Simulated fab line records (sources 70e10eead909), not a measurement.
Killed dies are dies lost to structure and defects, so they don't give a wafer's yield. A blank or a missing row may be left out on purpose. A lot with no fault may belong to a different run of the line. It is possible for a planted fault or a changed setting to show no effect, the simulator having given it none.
Comparing a struck lot with a sound one / flow nand harc / 17 out of 1302 route steps
Sound: the wafers L980.1, L980.3, L980.4. Wafers L985.2, L985.4, L985.6 were the ones struck. The cause is given at the end.
Order at every step that has rows: each side's tool, ch and its chambers, its first start. Under that, the readings that differ: sound wafers / struck wafers / difference of the means / sigmas: that difference in standard deviations of wafers without a fault.
alike: a reading whose means differ by less than 2 such deviations, as well as words and numbers matching on both sides. not compared: withheld readings; readings where some wafer has no value; bounds like >300 that might hide an equal value; numbers whose values overlap and for which the record gives no deviation.
A row with sigmas, a row that says differs or no value, or rows on one side alone: a step with any of these is where the two part. Non-overlapping numbers with no deviation appear without sigmas and do not part them. Lack of a reading on every wafer of one side parts them only where that side has two or more wafers.

NHARC_A_CONTACT_ETCH_106: etches the open film in CF4/O2, target depth 90 nm, overetch 9 nm, time 49.5 s.
  sound on rie diel-11 ch 0,1,3, day 22 13:39; struck on rie diel-05 ch 0,1,3, day 24 16:19
  alike: drypump motor current A, oes product au, rf vpp V, showerhead plenum p Torr, throttle valve pct
  not compared: rf hours counter h
NHARC_A_CONTACT_STRIP_82: strips in O2.
  sound: rie diel-11 ch 1,2,3; struck: rie diel-05 ch 0,2,3
  alike: drypump motor current A, oes product au, rf vpp V, showerhead plenum p Torr, throttle valve pct
  not compared: rf hours counter h
then, 1 step without rows for these wafers: NHARC_A_CONTACT_STRIP_83 (strips in post etch residue remover, time 600 s).
NHARC_A_CONTACT_DEP_84: deposits aC, target thk 2800 nm.
  sound on acl dep-01 ch 0, day 22 14:20; struck on acl dep-02 ch 0, day 24 17:15
  alike: throttle valve pct
NHARC_A_CONTACT_DEP_85: deposits SiON, target thk 60 nm.
  sound on pecvd-01 ch 0,2, day 22 16:07; struck on pecvd-02 ch 0,1,2, day 24 18:44
  alike: heater power w
then, 7 steps without rows for these wafers: NHARC_A_CONTACT_DEHYDRATE_00 (time 120 s); NHARC_A_CONTACT_HMDS_01 (time 30 s); NHARC_A_CONTACT_COAT_86 (time 75 s); NHARC_A_CONTACT_COAT_87 (time 65 s); NHARC_A_CONTACT_COAT_02 (resist thk 90 nm); NHARC_A_CONTACT_SOFTBAKE_03 (time 55 s); NHARC_A_CONTACT_EBR_04.
NHARC_A_CONTACT_EXPOSE_05: exposes mask A CC.
  sound on arfi scanner-01 ch 0, day 22 16:44; struck on arfi scanner-02 ch 0, day 24 19:10
reading=exposure dose mJ cm2; sound=84.19 84.34 84.15; struck=88.81 89.01 88.88; difference=+4.67; sigmas=+56
  alike: mask, focus offset nm, reticle temp C
then, 2 steps without rows for these wafers: NHARC_A_CONTACT_PEB_06 (peb time 65 s); NHARC_A_CONTACT_DEVELOP_07 (develop time 35 s).
NHARC_A_CONTACT_CD_MEAS_08 targets a cd of 200 nm.
  sound on cd sem-03 ch 0, day 22 16:52; struck on cd sem-02 ch 0, day 24 19:19
reading=cd nm (nm); sound=200.0 200.8 199.4; struck=204.3 204.7 204.5; difference=+4.4; sigmas=+8
NHARC_A_CONTACT_OVL_MEAS_09:
  struck on overlay-02, day 24 19:23; sound on overlay-01, day 22 16:58
  alike: overlay x nm, overlay y nm

WHERE THEY PART
Last at NHARC_A_CONTACT_CD_MEAS_08 as far as this record goes, first at NHARC_A_CONTACT_EXPOSE_05. Later steps at which nothing parts them and some readings are alike: NHARC_A_CONTACT_OVL_MEAS_09.

WHY: the cause the simulator had injected
Process parameters drifting: arfi scanner-02 at NHARC_A_CONTACT_EXPOSE_05, beginning at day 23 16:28. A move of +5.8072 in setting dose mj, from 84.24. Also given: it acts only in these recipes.
